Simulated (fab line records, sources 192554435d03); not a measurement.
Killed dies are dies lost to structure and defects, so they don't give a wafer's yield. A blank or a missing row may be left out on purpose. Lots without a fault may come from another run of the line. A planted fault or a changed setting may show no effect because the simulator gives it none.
Split-lot experiment | flow n5_finfet | 7 lots, 39 wafers read, on a route of 1938 steps

THE SPLIT
At N5_BEOL_M4_DEP_57 (deposits SiCN from 3MS/NH3, target thk 8 nm, time 14 s), the setting target_thk_a was moved away from the recipe's 80 angstrom on 9 of the 39 wafers read, by -20.8% to +32.4%. The other wafers ran this setting at the recipe's value.

The reading is taken at the split's own step.

THE READING
SiCN_of_BEOL_M4_DEP_57.thk_nm (the simulator's own value, which no gauge read), in nm, at N5_BEOL_M4_DEP_57 (deposits SiCN from 3MS/NH3, target thk 8 nm, time 14 s). The file gives no usual value for it. The 30 wafers here that ran the recipe average 8.0 nm, standard deviation 0.18 nm.

wafer  | tool, chamber at the split | target_thk_a as run, angstrom | against the recipe | SiCN_of_BEOL_M4_DEP_57.thk_nm, nm | against lot-mates on the recipe
L076.3 | pecvd-02, 0                | 80                            | recipe             | 7.8                               | -
L076.5 | pecvd-02, 1,0              | 80                            | recipe             | 8.2                               | -
L076.6 | pecvd-02, 1,0              | 80                            | recipe             | 8.2                               | -
L077.1 | pecvd-03, 0                | 63.36                         | -20.8%             | 6.2                               | -2.1
L077.6 | pecvd-03, 0                | 63.36                         | -20.8%             | 6.2                               | -2.1
L077.2 | pecvd-03, 2,1              | 80                            | recipe             | 8.4                               | -
L077.4 | pecvd-03, 2,1              | 80                            | recipe             | 8.4                               | -
L077.3 | pecvd-03, 1                | 80                            | recipe             | 8                                 | -
L077.5 | pecvd-03, 2                | 63.36                         | -20.8%             | 6.6                               | -1.7
L083.1 | pecvd-03, 2,0,1,2,1,0      | 80                            | recipe             | 8                                 | -
L083.2 | pecvd-03, 2,0,1,2,1,0      | 80                            | recipe             | 8                                 | -
L083.3 | pecvd-03, 2,0,1,2,1,0      | 80                            | recipe             | 8                                 | -
L083.4 | pecvd-03, 2,0,1,2,1,0      | 80                            | recipe             | 8                                 | -
L083.5 | pecvd-03, 2,0,1,2,1,0      | 80                            | recipe             | 8                                 | -
L083.6 | pecvd-03, 2,0,1,2,1,0      | 80                            | recipe             | 8                                 | -
L088.1 | pecvd-03, 0,2,0            | 80                            | recipe             | 7.8                               | -
L088.3 | pecvd-03, 0,2,0            | 80                            | recipe             | 7.8                               | -
L088.5 | pecvd-03, 0,2,0            | 80                            | recipe             | 7.8                               | -
L088.2 | pecvd-03, 1                | 66.59                         | -16.8%             | 6.4                               | -1.4
L088.4 | pecvd-03, 1                | 66.59                         | -16.8%             | 6.6                               | -1.2
L088.6 | pecvd-03, 2                | 66.59                         | -16.8%             | 6.8                               | -1.0
L095.1 | pecvd-02, 0,2,0            | 80                            | recipe             | 7.8                               | -
L095.3 | pecvd-02, 0,2,0            | 80                            | recipe             | 7.8                               | -
L095.6 | pecvd-02, 0,2,0            | 80                            | recipe             | 7.8                               | -
L095.2 | pecvd-02, 1,2              | 80                            | recipe             | 8                                 | -
L095.4 | pecvd-02, 1,2              | 80                            | recipe             | 8                                 | -
L095.5 | pecvd-02, 1                | 80                            | recipe             | 8.2                               | -
L097.1 | pecvd-01, 0,2,1,0,2,1      | 80                            | recipe             | 7.8                               | -
L097.2 | pecvd-01, 0,2,1,0,2,1      | 80                            | recipe             | 7.8                               | -
L097.3 | pecvd-01, 0,2,1,0,2,1      | 80                            | recipe             | 7.8                               | -
L097.4 | pecvd-01, 0,2,1,0,2,1      | 80                            | recipe             | 7.8                               | -
L097.5 | pecvd-01, 0,2,1,0,2,1      | 80                            | recipe             | 7.8                               | -
L097.6 | pecvd-01, 0,2,1,0,2,1      | 80                            | recipe             | 7.8                               | -
L096.1 | pecvd-02, 2                | 105.9                         | +32.4%             | 10.6                              | +2.5
L096.6 | pecvd-02, 2                | 105.9                         | +32.4%             | 10.6                              | +2.5
L096.2 | pecvd-02, 0                | 105.9                         | +32.4%             | 10.2                              | +2.1
L096.3 | pecvd-02, 0                | 80                            | recipe             | 8                                 | -
L096.5 | pecvd-02, 0                | 80                            | recipe             | 8                                 | -
L096.4 | pecvd-02, 2                | 80                            | recipe             | 8.2                               | -
Where a row lists several chambers, the file gives one row for several wafers and doesn't say which wafer went through which chamber.

THE FIT
A straight line over all 39 wafers: SiCN_of_BEOL_M4_DEP_57.thk_nm changes by +0.0782 nm for each +1% of target_thk_a; r = +0.98; the points scatter about the line by 0.19 nm.
The same after taking each lot's own level away (the mean of its wafers on the recipe; 39 wafers): +0.0783 nm for each +1%; r = +0.98; scatter 0.17 nm.
On that fit, the largest move of target_thk_a shifts the reading by 2.5 nm.
The lots' own levels span 7.80 to 8.27 nm, that is 2.6 times the standard deviation above.
So the lot-to-lot level changes the slope little: the two slopes agree.
Check: with one of the wafers moved furthest among these (+32.4%) left out of the fit, the line predicts +2.5 nm for it against its lot-mates. It came out at +2.53 nm against them.

OTHER SPLITS ON THESE WAFERS
These wafers also went through other splits before the reading. Each is held against what the fit with the lots' levels taken away leaves over:
other split on the same wafers            | wafers away from the commonest value | r with SiCN_of_BEOL_M4_DEP_57.thk_nm (lot level and that fit taken away)
N5_ZERO_LAYER_ETCH_18 target_depth_a      | 12                                   | +0.35
N5_FIN_SAQP_ETCH_65 time_s                | 18                                   | +0.19
N5_SDB_CUT_ETCH_26 target_depth_a         | 12                                   | -0.08
N5_HKMG_FIN_NWFM_ALD_20 ald_cycles        | 18                                   | -0.43
N5_BEOL_M0_SAQP_SPACER1_ALD_98 ald_cycles | 9                                    | +0.26

THE FILE'S OWN FIT
SiCN_of_BEOL_M4_DEP_57.thk_nm changes by +0.0783 nm for each +1% of target_thk_a, r = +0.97.
